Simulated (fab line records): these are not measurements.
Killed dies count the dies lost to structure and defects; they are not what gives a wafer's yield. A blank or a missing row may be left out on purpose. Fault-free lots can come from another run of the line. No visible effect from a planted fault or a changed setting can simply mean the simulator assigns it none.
fab line records	flow n5_finfet
[record] lots = 9	wafers = 27	last_day = 17
route steps=1938 shown MOL_CONTACT_COAG@537 BEOL_M4@1111 PASSIVATION@1936
lots with no fault: from the same line, run without faults
start_h: hours from the record's opening day to when the first of the lot's shown wafers began	wait_h: hours from the lot's prior step to this one	" unchanged from the row above	L1.1+2: several wafers, shown together as one row	- either no value or no given start	* or withheld: withheld	< > ~ a bound
route shown NAME@n: a module of which the file shows steps, and the number in the route of the first	usual: mean and standard deviation over wafers with no fault	same: alike in all rows	chamber/n: place in a boat	sites: readings site by site	_std_site: the values' standard deviation	_edge_site: inner sites' mean taken away from outer sites' mean	radius_mm: for every site, how far away it sits from the centre of the wafer	mask NAME#n: copy n	behind: tool/chamber where the wafer was last shaped	hold: cause of the lot's hold/its duration in hours/its outcome	device: whichever transistor did not switch (one of n, p or np)	end of line: the same wafers' tests at the end of the route	a step with no rows: only its recipe	killed: count of dies lost to structure and defects at first sort (not the wafer's yield)	map: a wafer's dies, marking killed ones x, the rest . and places with no die _
set.NAME: setting as actually run; set.NAME@STEP: the setting as run at that earlier step	model.NAME: the simulator's own value behind a step, which no gauge read
the route's steps for a sample of lots (tables are steps, rows are wafers)
services: the hour from which a tool's chamber was out of use, counted from the record's first day as start_h (under 0 if before that day), plus the number of hours and why
[[steps]]
[step N5_MOL_CONTACT_COAG_ETCH_15]
[recipe] chemistry = CH3F/O2	target = SiNx	target_depth_a = 70	mask_material = SOC	stop_on = Si:P	over_etch_frac = 0.75	ion_energy_ev = 120	pressure_mtorr = 30	source_w = 395	bias_w = 73	Ar_flow_sccm = 150	CH3F_flow_sccm = 30	O2_flow_sccm = 20
[usual] drypump_motor_current_A = 5.7/0.51	oes_product_au = 0.57/0.057	rf_vpp_V = 297/6	showerhead_plenum_p_Torr = 1.96/0.071	throttle_valve_pct = 16.41/0.21
lot.wafer	tool	chamber	start_h	wait_h	drypump_motor_current_A	oes_product_au	rf_hours_counter_h	rf_vpp_V	showerhead_plenum_p_Torr	throttle_valve_pct
L243.1	rie_diel-05	2	97.83	0.0	6.5	0.60	98	308	2.00	16.15
L243.3	"	1	"	"	6.2	0.55	168	287	1.89	16.53
L243.4	"	3	"	"	5.4	0.57	137	305	2.01	16.35
L246.1	rie_diel-05	3	112.96	0.0	5.4	0.57	143	303	2.01	16.37
L246.5	"	2	"	"	6.5	0.60	-	308	2.00	16.15
L246.6	"	3	"	"	5.4	0.57	-	303	2.01	16.37
L248.3	rie_diel-06	1	127.96	0.0	5.6	0.54	168	292	1.84	16.55
L248.4	"	0	"	"	6.5	0.50	-	295	1.98	16.51
L248.5	"	1	"	"	5.6	0.54	-	293	1.84	16.56
L253.2	rie_diel-06	1	156.04	0.0	5.6	0.54	179	293	1.83	16.57
L253.3	"	2	"	"	5.6	0.66	19	300	2.03	15.98
L253.4	"	0	"	"	6.5	0.51	238	296	1.98	16.52
L256.3	rie_diel-06	3	174.83	0.0	5.1	0.67	13	298	1.96	16.11
L256.5	"	3	"	"	5.1	0.67	-	300	1.96	16.12
L256.6	"	0	"	"	6.5	0.50	-	295	1.98	16.53
L262.1	rie_diel-06	1	209.09	0.0	5.6	0.53	193	292	1.83	16.60
L262.4	"	3	"	"	5.1	0.65	-	302	1.96	16.14
L262.6	"	1	"	"	5.6	0.53	-	292	1.83	16.59
L263.1	rie_diel-06	3	213.31	0.0	5.1	0.65	24	299	1.96	16.15
L263.3	"	2	"	"	5.6	0.65	35	300	2.02	16.02
L263.4	"	1	"	"	5.6	0.53	-	293	1.83	16.61
L264.1	rie_diel-05	0	223.45	0.0	5.7	0.54	197	301	1.97	16.65
L264.3	"	2	"	"	6.5	0.57	143	308	1.99	16.22
L264.5	"	1	"	"	6.1	0.52	-	286	1.88	16.61
L265.3	rie_diel-04	0	224.74	0.0	6.1	0.55	148	293	2.09	16.48
L265.4	"	2	"	"	4.9	0.52	220	304	2.07	16.53
L265.6	"	2	"	"	4.8	0.52	-	305	2.07	16.55
[step N5_MOL_CONTACT_COAG_ALD_27]
[recipe] material = SiOC	target_thk_a = 170	temp_c = 400	ald_precursor_family = carbosiloxane	ald_co_reactant = H2-plasma	pulse_time_s = 1.5	time_s = 2720	purge_time_s = 2	co_reactant_purge_time_s = 2	ald_cycles = 340	pressure_torr = 2
[usual] heater_power_w = 831/75	precursor_pulse_height_rel = 0.999/0.02	susceptor_temp_C = 400.01/0.22
[same] pulse_time_s = 1.5
lot.wafer	tool	chamber	start_h	wait_h	heater_power_w	precursor_pulse_height_rel	susceptor_temp_C
L243.1	ald_sin-02	0	103.50	0.3	822	0.984	399.98
L243.3	"	1	"	"	890	0.950	400.26
L243.4	"	2	"	"	820	1.020	400.16
L246.1	ald_sin-03	3	119.30	0.0	743	1.055	400.20
L246.5	"	1	"	"	944	0.993	399.86
L246.6	"	0	"	"	850	1.024	400.14
L248.3	ald_sin-02	2	135.09	0.0	810	0.989	400.60
L248.4	"	1	"	"	889	1.002	399.49
L248.5	"	0	"	"	799	0.988	399.85
L253.2	ald_sin-02	3	165.78	0.0	822	1.011	399.84
L253.3	"	1	"	"	931	1.017	400.04
L253.4	"	2	"	"	803	1.004	399.73
L256.3	ald_sin-03	0	180.89	0.0	848	0.996	399.73
L256.5	"	0	"	"	829	1.009	400.02
L256.6	"	1	"	"	943	0.994	400.40
L262.1	ald_sin-01	2	217.22	0.0	717	1.007	399.78
L262.4	"	1	"	"	822	1.012	399.60
L262.6	"	2	"	"	722	1.000	399.77
L263.1	ald_sin-02	1	223.10	0.3	911	1.041	399.97
L263.3	"	3	"	"	832	0.979	400.07
L263.4	"	0	"	"	807	1.023	400.03
L264.1	ald_sin-03	1	229.35	0.0	946	1.014	400.24
L264.3	"	0	"	"	848	1.006	400.24
L264.5	"	1	"	"	940	1.011	400.35
L265.3	ald_sin-01	2	231.71	0.0	738	0.936	400.09
L265.4	"	0	"	"	751	1.008	400.39
L265.6	"	1	"	"	838	1.001	399.89
[step N5_MOL_CONTACT_COAG_ALD_123]
[recipe] material = SiNx	target_thk_a = 50	temp_c = 400	ald_precursor_family = SiH2I2	ald_co_reactant = N2/H2-plasma	pulse_time_s = 1	purge_time_s = 2	co_reactant_purge_time_s = 2	ald_cycles = 100	pressure_torr = 2
[usual] heater_power_w = 834/88	precursor_pulse_height_rel = 1.000/0.02	susceptor_temp_C = 400.03/0.23
[same] pulse_time_s = 1
lot.wafer	tool	chamber	start_h	wait_h	heater_power_w	precursor_pulse_height_rel	susceptor_temp_C
L243.1	ald_sin-03	1	106.83	1.5	945	1.017	400.48
L243.3	"	2	"	"	959	0.979	400.12
L243.4	"	3	"	"	735	1.025	399.91
L246.1	ald_sin-02	2	121.20	0.0	817	1.005	400.04
L246.5	"	0	"	"	820	0.971	400.33
L246.6	"	3	"	"	826	1.017	400.44
L248.3	ald_sin-03	3	136.99	0.0	798	0.997	412.01
L248.4	"	0	"	"	819	0.975	400.21
L248.5	"	1	"	"	942	0.973	399.96
L253.2	ald_sin-03	0	168.75	1.1	850	1.000	400.08
L253.3	"	3	"	"	800	0.999	412.17
L253.4	"	2	"	"	973	0.992	400.19
L256.3	ald_sin-01	0	183.05	0.3	755	0.975	400.37
L256.5	"	2	"	"	731	0.986	400.12
L256.6	"	3	"	"	769	1.020	399.91
L262.1	ald_sin-01	2	219.22	0.1	700	0.977	399.92
L262.4	"	3	"	"	742	0.986	400.41
L262.6	"	2	"	"	709	1.022	399.93
L263.1	ald_sin-03	3	225.23	0.3	736	1.026	400.29
L263.3	"	2	"	"	987	0.976	399.50
L263.4	"	0	"	"	852	1.023	399.80
L264.1	ald_sin-03	3	231.43	0.0	734	0.971	400.05
L264.3	"	1	"	"	942	1.014	400.14
L264.5	"	0	"	"	869	1.010	400.32
L265.3	ald_sin-01	2	233.92	0.3	732	0.986	400.16
L265.4	"	0	"	"	764	1.003	400.03
L265.6	"	3	"	"	752	1.000	399.77
[step N5_MOL_CONTACT_COAG_INSPECT_57]
[recipe] mode = adi	inspect_instrument = brightfield
[usual] raw_defect_count = 208/59
lot.wafer	tool	chamber	start_h	wait_h	raw_defect_count
L243.1	defect_inspect-02	-	107.89	0.1	146
L243.3	"	-	"	"	184
L243.4	"	-	"	"	180
L246.1	defect_inspect-02	-	122.17	0.1	153
L246.5	"	-	"	"	170
L246.6	"	-	"	"	125
L248.3	defect_inspect-02	-	137.92	0.0	234
L248.4	"	-	"	"	198
L248.5	"	-	"	"	205
L253.2	defect_inspect-01	-	169.68	0.0	136
L253.3	"	-	"	"	138
L253.4	"	-	"	"	125
L256.3	defect_inspect-02	-	184.10	0.0	155
L256.5	"	-	"	"	157
L256.6	"	-	"	"	243
L262.1	defect_inspect-01	-	220.15	0.1	216
L262.4	"	-	"	"	151
L262.6	"	-	"	"	137
L263.1	defect_inspect-01	-	226.28	0.1	306
L263.3	"	-	"	"	201
L263.4	"	-	"	"	282
L264.1	defect_inspect-02	-	232.49	0.1	146
L264.3	"	-	"	"	268
L264.5	"	-	"	"	145
L265.3	defect_inspect-01	-	234.97	0.0	180
L265.4	"	-	"	"	122
L265.6	"	-	"	"	199
[step N5_BEOL_M4_RC_MEAS_101]
[usual] DIBL_N = 35.9/1.9	DIBL_P = 35.8/2.4	IOFF_N = 0.15/0.031	IOFF_P = 0.21/0.037	ION_N = 672/13	ION_P = 462/8.3	SS_N = 71.5/0.72	SS_P = 73.2/0.67	VT_N = 250/3.4	VT_P = -250/3.4
lot.wafer	tool	chamber	start_h	wait_h	DIBL_N[mV/V]	DIBL_P[mV/V]	IOFF_N[nA/um]	IOFF_P[nA/um]	ION_N[uA/um]	ION_P[uA/um]	SS_N[mV/dec]	SS_P[mV/dec]	VT_N[mV]	VT_P[mV]
L243.1	prober-01	0	176.60	0.0	36.6	36.7	0.16	0.23	671	469	71.6	73.5	250	-248
L243.3	"	0	"	"	34.4	35.1	0.12	0.21	640	456	70.6	73.6	257	-249
L243.4	"	0	"	"	35.2	36.2	0.14	0.23	667	472	70.9	73.5	253	-249
L248.3	prober-02	0	204.25	0.6	35.1	36.0	0.15	0.20	675	460	71.0	73.3	249	-250
L248.4	"	0	"	"	37.4	37.4	0.18	0.23	683	466	71.9	74.1	248	-251
L248.5	"	0	"	"	38.2	37.8	0.18	0.24	668	467	73.1	73.8	248	-249
L246.1	prober-01	0	204.98	0.0	37.3	37.0	0.16	0.24	672	469	71.5	73.0	253	-246
L246.5	"	0	"	"	36.3	33.6	0.15	0.19	658	450	72.1	73.0	252	-252
L246.6	"	0	"	"	36.6	35.0	0.14	0.21	661	461	72.0	73.7	251	-251
L253.2	prober-02	0	244.59	0.2	37.5	36.0	0.17	0.22	689	475	71.7	72.8	248	-247
L253.3	"	0	"	"	36.8	35.3	0.16	0.21	670	464	71.8	72.9	248	-246
L253.4	"	0	"	"	39.8	39.6	0.23	0.31	699	482	72.4	73.8	243	-241
L256.3	prober-01	0	261.58	0.3	34.7	34.6	0.13	0.18	674	464	70.5	73.1	248	-256
L256.5	"	0	"	"	36.6	36.6	0.15	0.20	669	457	71.8	72.7	251	-250
L256.6	"	0	"	"	36.2	35.9	0.14	0.19	683	465	71.5	72.9	253	-252
L262.1	prober-01	0	295.81	0.0	37.3	37.4	0.19	0.26	682	470	71.5	73.0	244	-246
L262.4	"	0	"	"	35.4	36.2	0.16	0.23	676	472	70.8	73.6	247	-248
L262.6	"	0	"	"	35.8	35.8	0.17	0.23	688	471	70.9	72.9	247	-248
L264.1	prober-01	0	310.02	0.0	38.1	39.6	0.19	0.26	677	462	72.5	74.5	246	-246
L264.3	"	0	"	"	37.9	38.2	0.18	0.23	696	474	72.1	74.2	249	-248
L264.5	"	0	"	"	35.8	37.0	0.15	0.20	674	464	71.2	74.0	251	-251
L263.1	prober-02	0	310.27	0.0	36.2	39.0	0.16	0.23	667	459	71.7	73.3	252	-248
L263.3	"	0	"	"	37.0	39.4	0.16	0.22	662	451	71.6	73.5	249	-250
L263.4	"	0	"	"	35.5	37.0	0.14	0.19	672	461	71.8	73.1	252	-250
L265.3	prober-02	0	313.89	0.3	34.6	33.6	0.13	0.20	674	473	70.6	72.7	250	-251
L265.4	"	0	"	"	36.8	35.7	0.17	0.23	690	475	71.4	73.0	249	-247
L265.6	"	0	"	"	36.9	35.7	0.16	0.23	682	473	71.3	72.5	253	-247
[step N5_PASSIVATION_PROBE_49]
[usual] defect_limited_yield = 91.6/1.2	killed_at_M0_to_M3 = 33/9.4	killed_at_M4_up = 13/5.2	killed_at_contacts = 13/5.6	killed_at_front_end = 37/9.5	killed_at_other = 4/3.1	killed_dies = 99/15	killed_open = 65/11	killed_short = 32/7.5	sort_bin_5_function = 4.9/0.77	sort_bin_6_memory = 3.1/0.65	sort_bin_8_speed = 0.01/0.056	sort_n_pass = 1081/15	sort_yield_pct = 91.6/1.2
[same] gross_dies = 1180	killed_at_back_side = 0	sort_bin_4_leakage[%] = 0
lot.wafer	tool	chamber	start_h	wait_h	defect_limited_yield[%]	killed_at_M0_to_M3	killed_at_M4_up	killed_at_contacts	killed_at_front_end	killed_at_other	killed_dies	killed_open	killed_short	sort_bin_5_function[%]	sort_bin_6_memory[%]	sort_bin_8_speed[%]	sort_n_pass	sort_yield_pct[%]
L243.1	prober-02	-	283.18	0.0	89.5	53	13	7	45	6	124	89	31	6.4	3.6	0	1056	89.5
L243.3	prober-02	-	283.28	0.1	91.0	47	11	20	26	2	106	66	40	4.8	3.9	0.42	1069	90.6
L243.4	prober-02	-	283.33	0.2	92.0	25	16	9	39	5	94	60	33	4.6	3.4	0	1086	92.0
L248.3	prober-01	-	309.36	0.1	93.8	21	3	19	25	5	73	51	19	3.8	1.9	0	1107	93.8
L248.4	prober-01	-	309.41	0.2	92.0	36	6	23	29	0	94	65	29	4.8	3.0	0	1086	92.0
L248.5	prober-01	-	309.46	0.2	92.3	26	13	18	32	2	91	56	35	4.2	3.1	0	1089	92.3
L246.1	prober-02	-	322.28	0.0	91.0	34	18	14	39	1	106	68	37	4.7	3.9	0	1074	91.0
L246.5	prober-02	-	322.48	0.2	93.4	34	12	8	23	1	78	54	23	3.9	2.7	0	1102	93.4
L246.6	prober-02	-	322.53	0.3	91.9	41	11	17	27	0	96	64	31	4.6	3.2	0	1084	91.9
L253.2	prober-02	-	350.98	0.1	92.0	31	19	12	31	1	94	59	33	5.3	2.5	0	1086	92.0
L253.3	prober-02	-	351.03	0.1	92.1	31	20	8	32	2	93	62	29	4.8	2.9	0	1087	92.1
L253.4	prober-02	-	351.08	0.2	92.1	29	12	11	39	2	93	62	30	4.6	3.0	0	1087	92.1
L256.3	prober-02	-	374.46	0.1	90.5	43	18	12	39	0	112	80	31	5.3	4.0	0	1068	90.5
L256.5	prober-02	-	374.56	0.2	92.8	22	18	6	39	0	85	52	33	4.1	3.0	0	1095	92.8
L256.6	prober-02	-	374.61	0.3	91.2	43	14	10	35	2	104	57	46	5.0	3.4	0	1076	91.2
L262.1	prober-01	-	389.76	0.0	92.3	34	16	15	26	0	91	58	31	4.6	2.7	0	1089	92.3
L262.4	prober-01	-	389.91	0.2	92.7	38	12	9	25	2	86	54	32	3.4	3.3	0	1094	92.7
L262.6	prober-01	-	390.01	0.3	94.2	21	12	12	22	1	68	39	22	3.2	2.1	0	1112	94.2
L264.1	prober-01	-	408.84	0.0	90.2	29	14	18	53	2	116	83	33	6.1	3.6	0	1064	90.2
L264.3	prober-01	-	408.94	0.1	92.1	22	4	5	54	8	93	61	32	5.0	2.7	0	1087	92.1
L264.5	prober-01	-	409.04	0.2	92.0	34	17	12	22	9	94	60	34	4.7	2.8	0	1086	92.0
L265.3	prober-01	-	414.24	0.1	91.2	31	20	5	40	8	104	67	34	4.9	3.3	0	1076	91.2
L265.4	prober-01	-	414.29	0.2	89.7	26	16	17	48	15	122	66	53	6.4	3.6	0	1058	89.7
L265.6	prober-01	-	414.39	0.3	92.3	24	18	8	36	5	91	56	33	4.0	3.4	0	1089	92.3
L263.1	prober-02	-	417.47	0.0	89.7	48	10	11	48	5	122	83	38	6.1	3.7	0	1058	89.7
L263.3	prober-02	-	417.57	0.1	91.2	33	9	16	44	2	104	77	27	4.9	3.6	0	1076	91.2
L263.4	prober-02	-	417.62	0.2	91.5	35	15	9	32	9	100	64	35	4.5	3.7	0	1080	91.5
// killed by level:class
L243.1 BEOL_M3:geometric_particle:open=16 FIN_SAQP:geometric_particle:open=14 BEOL_M0_SAQP:geometric_particle:open=12 BEOL_M2:geometric_particle:open=9 BEOL_M0_SAQP:geometric_particle:short=9 MOL_CONTACT_COAG:geometric_particle:open=7 BEOL_M4:geometric_particle:open=6 FIN_SAQP:geometric_particle:short=5
L243.3 BEOL_M2:geometric_particle:open=14 MOL_CONTACT_COAG:geometric_particle:open=13 MOL_CONTACT_COAG:geometric_particle:short=7 BEOL_M0_SAQP:geometric_particle:open=7 BEOL_M0_SAQP:geometric_particle:short=6 BEOL_M2:geometric_particle:short=5 BEOL_M4:geometric_particle:open=5 STARTING-WAFER:geometric_particle:short=5
L243.4 BEOL_M4:geometric_particle:open=8 BEOL_M3:geometric_particle:open=7 GATE_CUT:geometric_particle:short=7 FIN_SAQP:geometric_particle:open=6 MOL_CONTACT_COAG:geometric_particle:open=6 BEOL_M2:geometric_particle:open=6 BEOL_M0_SAQP:geometric_particle:short=5 DUMMY_GATE:geometric_particle:open=4
L248.3 MOL_CONTACT_COAG:geometric_particle:open=17 BEOL_M1:geometric_particle:open=5 BEOL_M3:geometric_particle:open=5 STI_FIN_REVEAL:geometric_particle:open=4 GATE_CUT:geometric_particle:open=4 BEOL_M3:geometric_particle:short=4 MIM_BOT:geometric_particle:open=4 BEOL_M5:geometric_particle:open=3
L248.4 MOL_CONTACT_COAG:geometric_particle:open=20 BEOL_M1:geometric_particle:open=12 BEOL_M3:geometric_particle:open=11 GATE_CUT:geometric_particle:short=6 BEOL_M0_SAQP:geometric_particle:open=5 STARTING-WAFER:geometric_particle:short=5 STI_FIN_REVEAL:geometric_particle:open=4 FIN_SAQP:geometric_particle:short=3
L248.5 MOL_CONTACT_COAG:geometric_particle:open=12 FIN_SAQP:geometric_particle:short=8 BEOL_M4:geometric_particle:open=8 BEOL_M0_SAQP:geometric_particle:short=7 STI_FIN_REVEAL:geometric_particle:open=6 MOL_CONTACT_COAG:geometric_particle:short=6 BEOL_M3:geometric_particle:open=6 FIN_SAQP:geometric_particle:open=3
L246.1 BEOL_M4:geometric_particle:open=13 MOL_CONTACT_COAG:geometric_particle:open=8 GATE_CUT:geometric_particle:short=8 BEOL_M2:geometric_particle:open=8 BEOL_M0_SAQP:geometric_particle:short=7 BEOL_M0_SAQP:geometric_particle:open=6 FIN_SAQP:geometric_particle:open=5 STI_FIN_REVEAL:geometric_particle:short=5
L246.5 BEOL_M0_SAQP:geometric_particle:open=8 MOL_CONTACT_COAG:geometric_particle:open=7 BEOL_M3:geometric_particle:open=7 STI_FIN_REVEAL:geometric_particle:open=6 BEOL_M0_SAQP:geometric_particle:short=6 BEOL_M1:geometric_particle:open=5 DUMMY_GATE:geometric_particle:open=4 BEOL_M4:geometric_particle:short=4
L246.6 BEOL_M3:geometric_particle:open=15 MOL_CONTACT_COAG:geometric_particle:open=12 BEOL_M0_SAQP:geometric_particle:open=8 BEOL_M2:geometric_particle:open=8 STI_FIN_REVEAL:geometric_particle:open=6 SPACER0:geometric_particle:short=6 MOL_CONTACT_COAG:geometric_particle:short=4 BEOL_M3:geometric_particle:short=4
L253.2 BEOL_M0_SAQP:geometric_particle:open=9 FIN_SAQP:geometric_particle:short=8 MOL_CONTACT_COAG:geometric_particle:open=8 BEOL_M0_SAQP:geometric_particle:short=7 BEOL_M1:geometric_particle:open=6 GATE_CUT:geometric_particle:short=5 DUMMY_GATE:geometric_particle:open=4 GATE_CUT:geometric_particle:open=4
L253.3 BEOL_M4:geometric_particle:open=9 BEOL_M0_SAQP:geometric_particle:open=9 FIN_SAQP:geometric_particle:open=8 FIN_SAQP:geometric_particle:short=7 GATE_CUT:geometric_particle:short=6 MOL_CONTACT_COAG:geometric_particle:open=6 STARTING-WAFER:geometric_particle:open=5 BEOL_M1:geometric_particle:open=5
L253.4 MOL_CONTACT_COAG:geometric_particle:open=10 STI_FIN_REVEAL:geometric_particle:open=8 BEOL_M1:geometric_particle:open=7 FIN_SAQP:geometric_particle:short=6 ILD0:geometric_particle:short=6 BEOL_M0_SAQP:geometric_particle:open=6 ILD0:geometric_particle:open=5 BEOL_M0:geometric_particle:open=4
L256.3 BEOL_M4:geometric_particle:open=12 FIN_SAQP:geometric_particle:open=11 MOL_CONTACT_COAG:geometric_particle:open=11 BEOL_M0_SAQP:geometric_particle:open=9 BEOL_M1:geometric_particle:open=8 SPACER0:geometric_particle:open=7 BEOL_M0_SAQP:geometric_particle:short=7 BEOL_M1:geometric_particle:short=4
L256.5 FIN_SAQP:geometric_particle:open=6 DUMMY_GATE:geometric_particle:open=6 BEOL_M1:geometric_particle:open=6 MOL_CONTACT_COAG:geometric_particle:open=5 BEOL_M4:geometric_particle:open=5 STARTING-WAFER:geometric_particle:short=5 STI_FIN_REVEAL:geometric_particle:open=4 BEOL_M1:geometric_particle:short=4
L256.6 BEOL_M0_SAQP:geometric_particle:short=12 BEOL_M0_SAQP:geometric_particle:open=11 FIN_SAQP:geometric_particle:open=9 MOL_CONTACT_COAG:geometric_particle:open=8 BEOL_M3:geometric_particle:open=7 SPACER0:geometric_particle:open=6 BEOL_M1:geometric_particle:open=6 FIN_SAQP:geometric_particle:short=5
L262.1 MOL_CONTACT_COAG:geometric_particle:open=12 BEOL_M0_SAQP:geometric_particle:open=10 BEOL_M0_SAQP:geometric_particle:short=8 FIN_SAQP:geometric_particle:open=7 ILD0:geometric_particle:short=4 BEOL_M3:geometric_particle:open=4 BEOL_M5:geometric_particle:open=4 MOL_CONTACT_COAG:geometric_particle:short=3
L262.4 BEOL_M3:geometric_particle:open=13 BEOL_M1:geometric_particle:open=8 MOL_CONTACT_COAG:geometric_particle:open=7 BEOL_M3:geometric_particle:short=7 FIN_SAQP:geometric_particle:short=6 FIN_SAQP:geometric_particle:open=5 STI_FIN_REVEAL:geometric_particle:open=5 BEOL_M0_SAQP:geometric_particle:short=5
L262.6 MOL_CONTACT_COAG:geometric_particle:open=10 BEOL_M0_SAQP:geometric_particle:short=5 BEOL_M3:geometric_particle:open=5 BEOL_M1:coat_microbubble_printed=4 GATE_CUT:geometric_particle:short=3 BEOL_M5:geometric_particle:open=3 STARTING-WAFER:geometric_particle:short=3 STARTING-WAFER:geometric_particle:open=3
L264.1 MOL_CONTACT_COAG:geometric_particle:open=16 STI_FIN_REVEAL:geometric_particle:open=15 BEOL_M2:geometric_particle:open=13 FIN_SAQP:geometric_particle:open=8 BEOL_M4:geometric_particle:open=8 BEOL_M0_SAQP:geometric_particle:short=7 FIN_SAQP:geometric_particle:short=5 STI_FIN_REVEAL:geometric_particle:short=5
L264.3 FIN_SAQP:geometric_particle:open=18 FIN_SAQP:geometric_particle:short=9 BEOL_M2:geometric_particle:open=7 STI_FIN_REVEAL:geometric_particle:open=6 BEOL_M0_SAQP:geometric_particle:short=6 STARTING-WAFER:geometric_particle:short=6 MOL_CONTACT_COAG:geometric_particle:open=5 BEOL_M1:geometric_particle:open=5
L264.5 BEOL_M4:geometric_particle:open=11 BEOL_M0_SAQP:geometric_particle:short=11 MOL_CONTACT_COAG:geometric_particle:open=8 BEOL_M3:geometric_particle:open=7 STI_FIN_REVEAL:geometric_particle:open=5 PASS1_CAP:geometric_particle:open=5 DUMMY_GATE:geometric_particle:open=4 MOL_CONTACT_COAG:geometric_particle:short=4
L265.3 STI_FIN_REVEAL:geometric_particle:open=14 BEOL_M1:geometric_particle:open=11 BEOL_M4:geometric_particle:open=9 FIN_SAQP:geometric_particle:open=6 BEOL_M2:geometric_particle:open=6 FIN_SAQP:geometric_particle:short=5 MOL_CONTACT_COAG:geometric_particle:open=5 BEOL_M0_SAQP:geometric_particle:short=4
L265.4 FIN_SAQP:geometric_particle:short=15 MOL_CONTACT_COAG:geometric_particle:open=11 STI_FIN_REVEAL:geometric_particle:open=8 GATE_CUT:geometric_particle:short=8 BEOL_M2:geometric_particle:open=7 BEOL_M4:geometric_particle:open=7 MOL_CONTACT_COAG:geometric_particle:short=6 BEOL_M1:geometric_particle:open=6
L265.6 FIN_SAQP:geometric_particle:short=9 STI_FIN_REVEAL:geometric_particle:open=8 BEOL_M4:geometric_particle:open=8 FIN_SAQP:geometric_particle:open=6 MOL_CONTACT_COAG:geometric_particle:open=6 BEOL_M0_SAQP:geometric_particle:open=6 BEOL_M2:geometric_particle:open=5 BEOL_M2:geometric_particle:short=4
L263.1 BEOL_M0_SAQP:geometric_particle:open=15 STI_FIN_REVEAL:geometric_particle:open=12 BEOL_M0_SAQP:geometric_particle:short=8 BEOL_M3:geometric_particle:open=8 FIN_SAQP:geometric_particle:short=7 MOL_CONTACT_COAG:geometric_particle:open=7 FIN_SAQP:geometric_particle:open=6 DUMMY_GATE:geometric_particle:open=5
L263.3 MOL_CONTACT_COAG:geometric_particle:open=14 FIN_SAQP:geometric_particle:open=9 STI_FIN_REVEAL:geometric_particle:open=8 BEOL_M3:geometric_particle:open=8 BEOL_M0_SAQP:geometric_particle:short=7 FIN_SAQP:geometric_particle:short=6 BEOL_M1:geometric_particle:open=6 DUMMY_GATE:geometric_particle:open=5
L263.4 STI_FIN_REVEAL:geometric_particle:open=8 MOL_CONTACT_COAG:geometric_particle:open=7 BEOL_M1:geometric_particle:open=7 BEOL_M0:geometric_particle:open=6 BEOL_M1:geometric_particle:short=6 BEOL_M4:geometric_particle:open=6 FIN_SAQP:geometric_particle:open=5 PASS1_CAP:geometric_particle:short=5
[[services]]
tool	chamber	start_h	hours	kind
rie_diel-04	-	74.60	3.1	repair
rie_diel-06	0	82.55	4.1	repair
ald_sin-02	-	85.25	14.0	pm
ald_sin-02	0	85.25	14.0	vent_cycle
ald_sin-02	1	85.25	14.0	vent_cycle
ald_sin-02	2	85.25	14.0	vent_cycle
ald_sin-02	3	85.25	14.0	vent_cycle
rie_diel-06	2	88.38	-	clean
rie_diel-06	2	88.38	-	consumable_replace:focus_ring
rie_diel-06	2	88.38	20.5	scheduled_down
rie_diel-05	1	93.73	1.5	repair
rie_diel-05	-	130.49	0.3	repair
ald_sin-02	1	145.62	15.5	repair
ald_sin-03	-	154.15	14.6	pm
ald_sin-01	3	161.83	3.1	repair
rie_diel-04	0	167.03	32.6	repair
ald_sin-02	-	171.60	0.4	repair
rie_diel-04	3	191.39	5.6	repair
ald_sin-03	0	199.02	5.4	repair
rie_diel-05	-	219.24	0.6	repair
ald_sin-01	-	221.64	1.3	repair
ald_sin-02	-	224.91	0.4	repair
rie_diel-06	-	226.50	4.3	pm
ald_sin-01	1	233.76	3.6	repair
[[key]]
[first_sign] step = N5_MOL_CONTACT_COAG_ALD_123	reading = susceptor_temp_C	direction = up	sigmas = 51	usual = *	struck = *
effect none on later readings
met_at N5_MOL_CONTACT_COAG_ALD_123
struck_lots L248,L253
struck_wafers L248.3,L253.3
not_acting_at N5_MOL_CONTACT_COAG_ETCH_15,N5_MOL_CONTACT_COAG_ALD_27,N5_MOL_CONTACT_COAG_INSPECT_57
onset_between 106.83 136.99
[fault] kind = process_parameter_drift	tool = ald_sin-03	chamber = 3	onset_h = 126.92	steps = N5_MOL_CONTACT_COAG_ALD_123	channel = temp_c	offset = *	shape = step	end_h = 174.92	acts_in = *	stated = *
